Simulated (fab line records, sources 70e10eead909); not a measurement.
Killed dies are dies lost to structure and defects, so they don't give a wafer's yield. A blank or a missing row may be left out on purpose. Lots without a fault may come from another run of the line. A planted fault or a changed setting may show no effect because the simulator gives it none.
Which tool did it? | flow nand_harc | 6 lots, 18 wafers sampled, at 5 steps of a route of 1302

WHAT THE GAUGES READ, wafer by wafer
NHARC_END_SORT_01.
lot  | measured     | on        | killed_at_array
L473 | day 26 00:02 | prober-01 | 80 64 73
L472 | day 25 17:52 | prober-02 | 48 37 41
L481 | day 32 00:43 | prober-02 | 61 674 64
L486 | day 33 07:05 | prober-02 | 54 64 54
L488 | day 33 14:08 | prober-02 | 44 43 49
L491 | day 34 15:43 | prober-02 | 43 38 40

WHICH TOOL RAN EACH LOT (tool, then ch and the chambers of the sampled wafers, then the start)
lot  | NHARC_A_SLIT_ETCH_26             | NHARC_A_WL_FILL_STRIP_29           | NHARC_A_WL_FILL_ETCHBACK_17       | NHARC_A_WL_FILL_ETCHBACK_26
L473 | har_etch-02 ch 0,1, day 21 07:49 | rie_diel-12 ch 1,2, day 22 08:08   | rie_metal-03 ch 0,1, day 22 08:15 | rie_si-03 ch 0,1,3, day 22 12:16
L472 | har_etch-02 ch 0,1, day 21 11:36 | rie_diel-06 ch 2,3, day 22 06:53   | rie_metal-03 ch 0,1, day 22 07:01 | rie_si-06 ch 0,3, day 22 12:14
L481 | har_etch-02 ch 0,1, day 24 21:17 | rie_diel-06 ch 0,1,2, day 25 18:07 | rie_metal-01 ch 0,1, day 25 18:11 | rie_si-06 ch 0,2,3, day 25 22:23
L486 | har_etch-02 ch 0,1, day 27 11:58 | rie_diel-02 ch 2,3, day 28 07:57   | rie_metal-03 ch 0,1, day 28 08:02 | rie_si-06 ch 1,2, day 28 13:14
L488 | har_etch-02 ch 0,1, day 28 06:46 | rie_diel-02 ch 0,1,3, day 29 00:45 | rie_metal-02 ch 0,1, day 29 00:52 | rie_si-05 ch 0,2,3, day 29 06:01
L491 | har_etch-01 ch 0,1, day 30 08:26 | rie_diel-06 ch 0,1,3, day 31 04:14 | rie_metal-01 ch 0,1, day 31 04:19 | rie_si-03 ch 0,1,3, day 31 09:28
- NHARC_A_SLIT_ETCH_26: etches the open film in C4F8/O2/Ar, time 90 s, target depth 400 nm.
- NHARC_A_WL_FILL_STRIP_29: strips in O2, time 20 s.
- NHARC_A_WL_FILL_ETCHBACK_17: etches the open film in Cl2/BCl3, target depth 4 nm, time 26.7 s.
- NHARC_A_WL_FILL_ETCHBACK_26: etches the open film in HBr, target depth 52 nm, time 13.3 s.

THE ANSWER, worked out from the rows above alone
Rule: what is usual is taken from the lots themselves. Put in order of their means at a reading, lots are off if they are a third of the lots or fewer, leave a main group of 4 or more, and stand apart from it by a gap of 3 or more times the standard deviation of the main group's means; of several such gaps the widest counts. A main group whose means are all the same, to the digits that the tables above print for the reading, isn't used. A lot without any number at a reading at which 4 lots or more have one is off too. The other lots that the step has rows for count as sound.
Off: L481, at NHARC_END_SORT_01 (killed_at_array). The main group: mean 51, standard deviation 12.
A tool fits if, at a process step before that reading, it ran every lot that is off, and no sound lot after the first of them. The gauges at NHARC_END_SORT_01 are tried like those tools. None of those tried fits.

WHAT THE SIMULATOR HAD PUT IN
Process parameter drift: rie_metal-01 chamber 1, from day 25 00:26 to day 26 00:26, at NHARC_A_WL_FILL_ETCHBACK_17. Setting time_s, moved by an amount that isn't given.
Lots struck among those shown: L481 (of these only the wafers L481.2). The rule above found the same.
